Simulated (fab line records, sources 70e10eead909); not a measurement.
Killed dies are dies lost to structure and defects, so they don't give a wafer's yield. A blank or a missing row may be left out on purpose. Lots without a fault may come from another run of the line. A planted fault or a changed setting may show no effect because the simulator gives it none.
Chamber matching | flow nand_harc | NHARC_P_GATE_DESCUM_93 on rie_diel-02: 4 sister chambers
The step chemistry O2, time 3 s. 20 wafers are shown with their chamber, then 10 later ones without.

WAFERS WITH THEIR CHAMBER
wafer  | chamber | drypump_motor_current_A (A) | showerhead_plenum_p_Torr (Torr) | oes_product_au (a.u.)
L074.4 | 1       | 5.4                         | 1.87                            | 1.003
L074.5 | 0       | 6.1                         | 1.85                            | 0.971
L074.6 | 1       | 5.4                         | 1.87                            | 0.997
L077.1 | 0       | 6.1                         | 1.85                            | 0.981
L077.2 | 2       | 5.2                         | 1.90                            | 0.984
L077.3 | 3       | 6.3                         | 1.95                            | 0.992
L077.4 | 1       | 5.4                         | 1.87                            | 1.001
L077.5 | 0       | 6.1                         | 1.85                            | 0.986
L077.6 | 1       | 5.4                         | 1.87                            | 0.997
L076.3 | 3       | 6.3                         | 1.95                            | 0.991
L076.5 | 3       | 6.3                         | 1.95                            | 0.993
L076.6 | 2       | 5.2                         | 1.90                            | 0.993
L078.4 | 1       | 5.4                         | 1.87                            | 0.995
L078.5 | 0       | 6.1                         | 1.84                            | 0.987
L078.6 | 3       | 6.3                         | 1.95                            | 0.990
L084.1 | 3       | 6.3                         | 1.95                            | 0.989
L084.2 | 2       | 5.2                         | 1.90                            | 0.991
L084.4 | 1       | 5.4                         | 1.87                            | 0.998
L089.4 | 3       | 6.4                         | 1.94                            | 0.994
L089.5 | 2       | 5.2                         | 1.89                            | 1.005

SIGNATURES (means of the wafers above)
reading                  | chamber 0 | chamber 1 | chamber 2 | chamber 3 | scatter within a chamber
drypump_motor_current_A  | 6.100     | 5.400     | 5.200     | 6.317     | 0.0228
showerhead_plenum_p_Torr | 1.8475    | 1.8700    | 1.8975    | 1.9483    | 0.00382
oes_product_au           | 0.98125   | 0.99850   | 0.99325   | 0.99150   | 0.00531
Rule: a wafer's distance from a chamber is the root of the sum, over the readings, of the square of ((its reading less the chamber's mean) divided by the reading's scatter). The wafer belongs to the nearest chamber; if the next one is less than 2 further off, it can't be placed. The scatter: the root of (the sum of the squares of (reading less its chamber's mean) over the shown wafers, divided by (wafers less chambers)).

WAFERS WITHOUT THEIR CHAMBER
wafer  | drypump_motor_current_A (A) | showerhead_plenum_p_Torr (Torr) | oes_product_au (a.u.)
L089.6 | 5.4                         | 1.86                            | 0.992
L090.1 | 6.1                         | 1.84                            | 1.001
L090.4 | 5.2                         | 1.89                            | 1.002
L090.5 | 5.2                         | 1.89                            | 0.989
L093.1 | 5.4                         | 1.86                            | 0.994
L093.3 | 6.0                         | 1.83                            | 0.987
L093.4 | 5.2                         | 1.89                            | 0.980
L097.1 | 5.2                         | 1.89                            | 1.012
L097.2 | 5.4                         | 1.86                            | 1.009
L097.4 | 6.1                         | 1.83                            | 1.000

WHICH CHAMBER EACH WENT THROUGH
wafer  | from the rows above | in truth
L089.6 | 1                   | 1
L090.1 | 0                   | 0
L090.4 | 2                   | 2
L090.5 | 2                   | 2
L093.1 | 1                   | 1
L093.3 | 0                   | 0
L093.4 | 2                   | 2
L097.1 | 2                   | 2
L097.2 | 1                   | 1
L097.4 | 0                   | 0
Placed correctly: 10 of 10. Can't be placed from these rows: 0. Placed wrongly: 0.
